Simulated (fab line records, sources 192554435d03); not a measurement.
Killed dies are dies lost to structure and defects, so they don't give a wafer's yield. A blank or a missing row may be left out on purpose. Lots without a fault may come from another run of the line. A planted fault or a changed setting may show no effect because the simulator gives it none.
Which tool did it? | flow n5_finfet | 24 lots, 72 wafers sampled, at 6 steps of a route of 1938

WHAT THE GAUGES READ, wafer by wafer
N5_BEOL_M7_OVL_MEAS_12. Usual: M7_OVL -0.3 nm, standard deviation 0.87.
lot  | measured     | on         | M7_OVL (nm)    | flag
L076 | day 9 19:11  | overlay-02 | -1.3 -1.7 -1.0 |
L077 | day 10 00:04 | overlay-01 | -0.8 0.1 -0.3  |
L075 | day 10 03:29 | overlay-01 | 0.3 -1.0 0.2   |
L078 | day 10 10:29 | overlay-02 | -0.5 -0.5 0.4  |
L080 | day 10 23:28 | overlay-02 | -0.7 -0.5 0.2  |
L074 | day 11 00:39 | overlay-02 | 1.2 0.8 0.8    |
L079 | day 11 00:29 | overlay-01 | 0.8 -0.2 0.3   |
L081 | day 11 00:49 | overlay-02 | -0.5 -0.9 -0.9 |
L082 | day 11 12:25 | overlay-02 | 0.6 0.7 -0.3   |
L083 | day 11 21:27 | overlay-02 | -0.1 -1.7 -0.4 |
L084 | day 11 21:37 | overlay-02 | 1.0 1.4 1.2    |
L085 | day 12 00:29 | overlay-02 | -1.3 -0.2 -0.2 |
L086 | day 12 17:27 | overlay-02 | -1.4 -1.3 -1.4 |
L088 | day 13 16:14 | overlay-01 | -0.3 0.1 -0.5  |
L087 | day 13 16:28 | overlay-01 | -0.4 -0.8 -0.9 |
L089 | day 13 19:14 | overlay-01 | 0.1 -0.2 0.0   |
L090 | day 13 22:21 | overlay-02 | -1.4 -0.5 0.1  |
L091 | day 14 01:37 | overlay-02 | -0.2 0.2 0.0   |
L092 | day 14 01:47 | overlay-02 | -1.2 -1.0 -1.8 |
L093 | day 14 19:18 | overlay-01 | 0.3 -0.3 -1.0  |
L094 | day 15 04:36 | overlay-01 | 1.0 -0.4 0.7   |
L095 | day 15 10:10 | overlay-01 | 0.9 0.8 -0.7   |
L096 | day 15 13:34 | overlay-01 | -1.0 -0.2 -1.1 |
L097 | day 15 13:44 | overlay-02 | 0.4 0.8 0.2    |

N5_BEOL_M7_INSPECT_30: inspects for defects (brightfield). Usual: raw_defect_count 417, standard deviation 99.
lot  | measured     | on                | raw_defect_count | flag
L076 | day 9 20:10  | defect_inspect-01 | 312 275 385      |
L077 | day 10 02:56 | defect_inspect-02 | 348 325 475      |
L075 | day 10 06:10 | defect_inspect-01 | 473 613 616      |
L078 | day 11 04:00 | defect_inspect-01 | 283 352 408      |
L080 | day 11 04:05 | defect_inspect-01 | 460 375 543      |
L074 | day 11 04:08 | defect_inspect-02 | 579 914 364      |
L079 | day 11 04:03 | defect_inspect-02 | 440 280 458      |
L081 | day 11 04:14 | defect_inspect-01 | 432 620 390      |
L082 | day 11 13:33 | defect_inspect-02 | 439 474 567      |
L083 | day 11 22:37 | defect_inspect-01 | 267 311 317      |
L084 | day 11 22:47 | defect_inspect-02 | 450 409 433      |
L085 | day 12 01:38 | defect_inspect-01 | 327 276 329      |
L086 | day 12 20:38 | defect_inspect-02 | 306 421 409      |
L088 | day 13 17:52 | defect_inspect-01 | 414 387 380      |
L087 | day 13 17:50 | defect_inspect-01 | 434 281 385      |
L089 | day 13 21:25 | defect_inspect-02 | 415 508 484      |
L090 | day 14 00:58 | defect_inspect-01 | 497 429 398      |
L091 | day 14 03:06 | defect_inspect-01 | 408 383 615      |
L092 | day 14 03:20 | defect_inspect-02 | 542 478 448      |
L093 | day 14 23:26 | defect_inspect-02 | 379 436 500      |
L094 | day 15 09:17 | defect_inspect-02 | 330 469 514      |
L095 | day 15 12:05 | defect_inspect-01 | 516 341 413      |
L096 | day 15 17:56 | defect_inspect-01 | 364 389 330      |
L097 | day 15 17:58 | defect_inspect-02 | 504 458 466      |

WHICH TOOL RAN EACH LOT (tool, then ch and the chambers of the sampled wafers, then the start)
lot  | N5_BEOL_M6_ALD_77                   | N5_BEOL_M7_ILD_DEP_00           | N5_BEOL_M7_ETCH_62                 | N5_BEOL_M7_STRIP_19
L076 | ald_metal-02 ch 1,3, day 9 14:56    | pecvd-02 ch 0,1,2, day 9 16:28  | rie_diel-04 ch 0,3, day 9 19:20    | rie_diel-02 ch 0,1,2, day 9 19:40
L077 | ald_metal-04 ch 0,1,2, day 9 19:16  | pecvd-03 ch 1, day 9 21:01      | rie_diel-04 ch 0,1, day 10 00:13   | rie_diel-06 ch 0,1,2, day 10 00:35
L075 | ald_metal-04 ch 1,2, day 9 21:20    | pecvd-02 ch 0,1, day 10 00:18   | rie_diel-02 ch 0,2,3, day 10 03:55 | rie_diel-04 ch 0,1,3, day 10 04:13
L078 | ald_metal-01 ch 0,1,3, day 10 04:23 | pecvd-02 ch 0,1, day 10 07:56   | rie_diel-02 ch 1,2, day 10 10:38   | rie_diel-06 ch 0,1,3, day 10 10:55
L080 | ald_metal-01 ch 1,3, day 10 17:05   | pecvd-04 ch 0,1, day 10 20:03   | rie_diel-06 ch 0,1,3, day 10 23:37 | rie_diel-02 ch 0,2,3, day 11 00:05
L074 | ald_metal-01 ch 0,1, day 10 19:46   | pecvd-04 ch 0,1, day 10 21:53   | rie_diel-02 ch 0,1,2, day 11 00:50 | rie_diel-06 ch 0,3, day 11 01:08
L079 | ald_metal-02 ch 0,1,2, day 10 19:50 | pecvd-02 ch 0,2, day 10 22:22   | rie_diel-06 ch 0,2, day 11 00:38   | rie_diel-02 ch 0,1,3, day 11 01:00
L081 | ald_metal-01 ch 0,1, day 10 20:01   | pecvd-03 ch 1,2, day 10 22:25   | rie_diel-06 ch 0,2, day 11 00:58   | rie_diel-04 ch 2,3, day 11 01:16
L082 | ald_metal-01 ch 0,1,2, day 11 05:53 | pecvd-03 ch 1,2, day 11 08:02   | rie_diel-02 ch 1,2,3, day 11 12:34 | rie_diel-04 ch 1,3, day 11 12:53
L083 | ald_metal-04 ch 0,2,3, day 11 17:55 | pecvd-02 ch 0,1,2, day 11 19:32 | rie_diel-02 ch 0,2,3, day 11 21:36 | rie_diel-04 ch 2,3, day 11 22:01
L084 | ald_metal-01 ch 0,2,3, day 11 17:58 | pecvd-03 ch 0,1, day 11 19:38   | rie_diel-02 ch 1,2,3, day 11 21:52 | rie_diel-02 ch 0,1,2, day 11 22:17
L085 | ald_metal-01 ch 0,2,3, day 11 21:23 | pecvd-04 ch 1,2, day 11 23:11   | rie_diel-04 ch 0,2,3, day 12 00:52 | rie_diel-04 ch 0,2,3, day 12 01:10
L086 | ald_metal-02 ch 1,2, day 12 13:29   | pecvd-03 ch 0,1,2, day 12 14:58 | rie_diel-04 ch 0,1,2, day 12 17:56 | rie_diel-02 ch 0,1,3, day 12 18:25
L088 | ald_metal-02 ch 0,3, day 13 12:30   | pecvd-04 ch 0,2, day 13 14:12   | rie_diel-02 ch 0,2,3, day 13 16:23 | rie_diel-02 ch 1,3, day 13 16:43
L087 | ald_metal-02 ch 0,1,3, day 13 12:50 | pecvd-02 ch 1,2, day 13 14:59   | rie_diel-04 ch 1,3, day 13 16:37   | rie_diel-02 ch 0,1,2, day 13 16:55
L089 | ald_metal-01 ch 0,2,3, day 13 14:03 | pecvd-02 ch 1,2, day 13 16:52   | rie_diel-04 ch 1,2,3, day 13 19:23 | rie_diel-06 ch 0,1,3, day 13 19:43
L090 | ald_metal-02 ch 0,1,2, day 13 16:25 | pecvd-02 ch 0,1,2, day 13 19:17 | rie_diel-06 ch 1,3, day 13 23:29   | rie_diel-06 ch 0,1,3, day 13 23:52
L091 | ald_metal-02 ch 1,2,3, day 13 19:17 | pecvd-03 ch 0,1, day 13 22:42   | rie_diel-04 ch 0,2,3, day 14 02:02 | rie_diel-02 ch 1,2,3, day 14 02:23
L092 | ald_metal-04 ch 0,1,3, day 13 19:44 | pecvd-04 ch 0,1, day 13 23:14   | rie_diel-04 ch 0,1,2, day 14 02:18 | rie_diel-06 ch 0,2,3, day 14 02:43
L093 | ald_metal-01 ch 0,1,3, day 14 14:05 | pecvd-02 ch 1,2, day 14 16:35   | rie_diel-04 ch 1,2,3, day 14 19:29 | rie_diel-06 ch 1,2,3, day 14 19:51
L094 | ald_metal-04 ch 0,2, day 15 00:52   | pecvd-02 ch 0,1, day 15 02:50   | rie_diel-04 ch 1,2, day 15 04:45   | rie_diel-02 ch 0,1,2, day 15 05:03
L095 | ald_metal-01 ch 0,1,3, day 15 03:44 | pecvd-03 ch 0,1,2, day 15 05:16 | rie_diel-02 ch 0,2,3, day 15 10:19 | rie_diel-02 ch 1,2,3, day 15 10:43
L096 | ald_metal-04 ch 0,1,2, day 15 10:19 | pecvd-03 ch 0,2, day 15 12:15   | rie_diel-06 ch 1,2,3, day 15 13:44 | rie_diel-04 ch 0,1,2, day 15 14:08
L097 | ald_metal-04 ch 0,1, day 15 10:35   | pecvd-04 ch 0,1, day 15 12:19   | rie_diel-06 ch 1,3, day 15 14:02   | rie_diel-06 ch 1,3, day 15 14:26
- N5_BEOL_M6_ALD_77: deposits TaN, target thk 2 nm, pulse time 2 s, purge time 3 s.
- N5_BEOL_M7_ILD_DEP_00: deposits SiCOH lowk from DEMS/porogen, target thk 179.75 nm, time 33.4 s.
- N5_BEOL_M7_ETCH_62: etches SOC in N2/H2, target depth 110 nm, overetch 22 nm, time 165 s.
- N5_BEOL_M7_STRIP_19: strips in O2.

WHAT THE TOOLS THEMSELVES READ (means of the sampled wafers that have a number; where no wafer has one, the mark that the record gives instead)
N5_BEOL_M6_ALD_77. Usual: heater_power_w 419 W, standard deviation 46; susceptor_temp_C 275.01 C, standard deviation 0.19.
lot  | tool         | heater_power_w (W) | susceptor_temp_C (C) | flag
L076 | ald_metal-02 | 400                | 274.73               |
L077 | ald_metal-04 | 442                | 274.82               |
L075 | ald_metal-04 | 494                | 274.93               |
L078 | ald_metal-01 | 413                | 275.00               |
L080 | ald_metal-01 | 442                | 274.92               |
L074 | ald_metal-01 | 371                | 274.95               |
L079 | ald_metal-02 | 430                | 274.96               |
L081 | ald_metal-01 | 383                | 274.88               |
L082 | ald_metal-01 | 394                | 275.19               |
L083 | ald_metal-04 | 403                | 275.16               |
L084 | ald_metal-01 | 410                | 275.10               |
L085 | ald_metal-01 | 411                | 275.02               |
L086 | ald_metal-02 | 418                | 275.05               |
L088 | ald_metal-02 | 428                | 274.95               |
L087 | ald_metal-02 | 413                | 275.04               |
L089 | ald_metal-01 | 409                | 275.05               |
L090 | ald_metal-02 | 432                | 274.98               |
L091 | ald_metal-02 | 416                | 275.09               |
L092 | ald_metal-04 | 401                | 275.07               |
L093 | ald_metal-01 | 400                | 274.99               |
L094 | ald_metal-04 | 397                | 275.15               |
L095 | ald_metal-01 | 413                | 275.15               |
L096 | ald_metal-04 | 445                | 275.04               |
L097 | ald_metal-04 | 447                | 275.06               |

N5_BEOL_M7_ILD_DEP_00. Usual: heater_power_w 302 W, standard deviation 60; showerhead_plenum_p_Torr 5.744 Torr, standard deviation 0.012; susceptor_temp_C 300.02 C, standard deviation 0.18; throttle_valve_pct 13.8 %, standard deviation 0.83.
lot  | tool     | heater_power_w (W) | showerhead_plenum_p_Torr (Torr) | susceptor_temp_C (C) | throttle_valve_pct (%) | flag
L076 | pecvd-02 | 310                | 5.739                           | 300.14               | 13.5                   |
L077 | pecvd-03 | 374                | 5.754                           | 300.00               | 13.7                   |
L075 | pecvd-02 | 364                | 5.741                           | 300.01               | 13.6                   |
L078 | pecvd-02 | 333                | 5.747                           | 299.92               | 13.7                   |
L080 | pecvd-04 | 235                | 5.753                           | 299.92               | 14.9                   |
L074 | pecvd-04 | 255                | 5.754                           | 300.06               | 15.5                   |
L079 | pecvd-02 | 247                | 5.742                           | 299.97               | 13.3                   |
L081 | pecvd-03 | 277                | 5.746                           | 300.13               | 13.3                   |
L082 | pecvd-03 | 309                | 5.740                           | 300.08               | 13.5                   |
L083 | pecvd-02 | 314                | 5.739                           | 300.12               | 13.4                   |
L084 | pecvd-03 | 369                | 5.736                           | 299.85               | 13.7                   |
L085 | pecvd-04 | 317                | 5.759                           | 300.03               | 14.8                   |
L086 | pecvd-03 | 313                | 5.738                           | 300.09               | 13.4                   |
L088 | pecvd-04 | 281                | 5.738                           | 300.00               | 14.0                   |
L087 | pecvd-02 | 277                | 5.744                           | 300.07               | 13.3                   |
L089 | pecvd-02 | 265                | 5.735                           | 300.10               | 13.7                   |
L090 | pecvd-02 | 314                | 5.746                           | 300.13               | 13.7                   |
L091 | pecvd-03 | 327                | 5.742                           | 300.01               | 13.3                   |
L092 | pecvd-04 | 235                | 5.760                           | 300.13               | 15.4                   |
L093 | pecvd-02 | 266                | 5.743                           | 299.86               | 13.6                   |
L094 | pecvd-02 | 320                | 5.737                           | 299.77               | 13.5                   |
L095 | pecvd-03 | 279                | 5.742                           | 300.18               | 13.4                   |
L096 | pecvd-03 | 263                | 5.751                           | 300.11               | 13.2                   |
L097 | pecvd-04 | 263                | 5.751                           | 300.17               | 14.6                   |

N5_BEOL_M7_ETCH_62. Usual: drypump_motor_current_A 5.8 A, standard deviation 0.37; oes_product_au 0.69 a.u., standard deviation 0.075; rf_vpp_V 524.6 V, standard deviation 2.6; showerhead_plenum_p_Torr 2.58 Torr, standard deviation 0.093; throttle_valve_pct 17.85 %, standard deviation 0.24.
lot  | tool        | drypump_motor_current_A (A) | oes_product_au (a.u.) | rf_vpp_V (V) | showerhead_plenum_p_Torr (Torr) | throttle_valve_pct (%) | flag
L076 | rie_diel-04 | 6.0                         | 0.62                  | 521.9        | 2.46                            | 18.06                  |
L077 | rie_diel-04 | 6.2                         | 0.57                  | 520.1        | 2.44                            | 18.21                  |
L075 | rie_diel-02 | 5.9                         | 0.70                  | 523.2        | 2.52                            | 17.85                  |
L078 | rie_diel-02 | 5.4                         | 0.72                  | 524.5        | 2.57                            | 17.93                  |
L080 | rie_diel-06 | 5.9                         | 0.75                  | 525.6        | 2.58                            | 17.79                  |
L074 | rie_diel-02 | 5.9                         | 0.66                  | 522.2        | 2.50                            | 18.01                  |
L079 | rie_diel-06 | 5.9                         | 0.69                  | 526.1        | 2.60                            | 17.46                  |
L081 | rie_diel-06 | 5.9                         | 0.70                  | 525.3        | 2.60                            | 17.46                  |
L082 | rie_diel-02 | 5.7                         | 0.71                  | 524.6        | 2.57                            | 17.92                  |
L083 | rie_diel-02 | 5.9                         | 0.69                  | 523.5        | 2.52                            | 17.87                  |
L084 | rie_diel-02 | 5.7                         | 0.70                  | 524.3        | 2.57                            | 17.92                  |
L085 | rie_diel-04 | 5.7                         | 0.72                  | 526.6        | 2.66                            | 17.80                  |
L086 | rie_diel-04 | 5.8                         | 0.75                  | 525.4        | 2.63                            | 17.81                  |
L088 | rie_diel-02 | 5.9                         | 0.75                  | 526.1        | 2.62                            | 17.75                  |
L087 | rie_diel-04 | 5.5                         | 0.72                  | 523.5        | 2.55                            | 17.70                  |
L089 | rie_diel-04 | 5.5                         | 0.71                  | 525.0        | 2.58                            | 17.78                  |
L090 | rie_diel-06 | 5.9                         | 0.72                  | 523.9        | 2.54                            | 18.11                  |
L091 | rie_diel-04 | 5.8                         | 0.69                  | 526.2        | 2.65                            | 17.84                  |
L092 | rie_diel-04 | 5.9                         | 0.74                  | 525.3        | 2.63                            | 17.82                  |
L093 | rie_diel-04 | 5.5                         | 0.69                  | 525.1        | 2.58                            | 17.79                  |
L094 | rie_diel-04 | 5.5                         | 0.68                  | 525.9        | 2.61                            | 17.88                  |
L095 | rie_diel-02 | 5.9                         | 0.73                  | 525.6        | 2.62                            | 17.78                  |
L096 | rie_diel-06 | 5.9                         | 0.68                  | 524.4        | 2.60                            | 17.92                  |
L097 | rie_diel-06 | 6.0                         | 0.74                  | 525.2        | 2.61                            | 17.93                  |

N5_BEOL_M7_STRIP_19. Usual: drypump_motor_current_A 5.8 A, standard deviation 0.36; oes_product_au 0.82 a.u., standard deviation 0.088; rf_vpp_V 3.6 V, standard deviation 0.56; showerhead_plenum_p_Torr 2.13 Torr, standard deviation 0.071; throttle_valve_pct 16.64 %, standard deviation 0.22.
lot  | tool        | drypump_motor_current_A (A) | oes_product_au (a.u.) | rf_vpp_V (V) | showerhead_plenum_p_Torr (Torr) | throttle_valve_pct (%) | flag
L076 | rie_diel-02 | 5.9                         | 0.78                  | 3.5          | 2.06                            | 16.73                  |
L077 | rie_diel-06 | 5.9                         | 0.87                  | 3.7          | 2.19                            | 16.43                  |
L075 | rie_diel-04 | 5.8                         | 0.72                  | 3.2          | 2.06                            | 16.81                  |
L078 | rie_diel-06 | 5.9                         | 0.89                  | 3.9          | 2.13                            | 16.56                  |
L080 | rie_diel-02 | 5.9                         | 0.82                  | 3.6          | 2.08                            | 16.65                  |
L074 | rie_diel-06 | 5.9                         | 0.83                  | 3.4          | 2.06                            | 16.76                  |
L079 | rie_diel-02 | 6.1                         | 0.76                  | 3.6          | 2.07                            | 16.77                  |
L081 | rie_diel-04 | 5.4                         | 0.78                  | 3.4          | 2.19                            | 16.72                  |
L082 | rie_diel-04 | 5.6                         | 0.76                  | 3.3          | 2.10                            | 16.57                  |
L083 | rie_diel-04 | 5.4                         | 0.80                  | 3.7          | 2.15                            | 16.56                  |
L084 | rie_diel-02 | 5.9                         | 0.77                  | 3.7          | 2.06                            | 16.75                  |
L085 | rie_diel-04 | 5.7                         | 0.86                  | 3.9          | 2.20                            | 16.64                  |
L086 | rie_diel-02 | 6.1                         | 0.86                  | 3.8          | 2.15                            | 16.64                  |
L088 | rie_diel-02 | 5.9                         | 0.80                  | 3.3          | 2.12                            | 16.78                  |
L087 | rie_diel-02 | 5.9                         | 0.85                  | 3.1          | 2.14                            | 16.62                  |
L089 | rie_diel-06 | 5.9                         | 0.85                  | 3.9          | 2.12                            | 16.60                  |
L090 | rie_diel-06 | 5.9                         | 0.84                  | 3.3          | 2.12                            | 16.60                  |
L091 | rie_diel-02 | 5.7                         | 0.79                  | 3.5          | 2.11                            | 16.76                  |
L092 | rie_diel-06 | 5.9                         | 0.78                  | 3.7          | 2.12                            | 16.67                  |
L093 | rie_diel-06 | 5.9                         | 0.80                  | 4.1          | 2.14                            | 16.67                  |
L094 | rie_diel-02 | 5.9                         | 0.83                  | 4.0          | 2.14                            | 16.65                  |
L095 | rie_diel-02 | 5.7                         | 0.80                  | 3.2          | 2.11                            | 16.77                  |
L096 | rie_diel-04 | 5.8                         | 0.87                  | 3.9          | 2.16                            | 16.68                  |
L097 | rie_diel-06 | 5.9                         | 0.85                  | 3.7          | 2.14                            | 16.63                  |

THE ANSWER, worked out from the rows above alone
Rule: a lot is off if the mean of its wafers that have a number lies more than 3 standard deviations from the usual mean. A lot without any number at a reading at which 4 lots or more have one is off too. The other lots that the step has rows for count as sound. The gauges are gone through in route order, then the tools' own readings, and for those a lot's mean is taken as printed above. The first step at which some lot is off is used, and at that step the reading that is off furthest; a lot without a number counts as furthest.
No lot is off at any reading shown: from this, nothing can be told.

WHAT THE SIMULATOR HAD PUT IN
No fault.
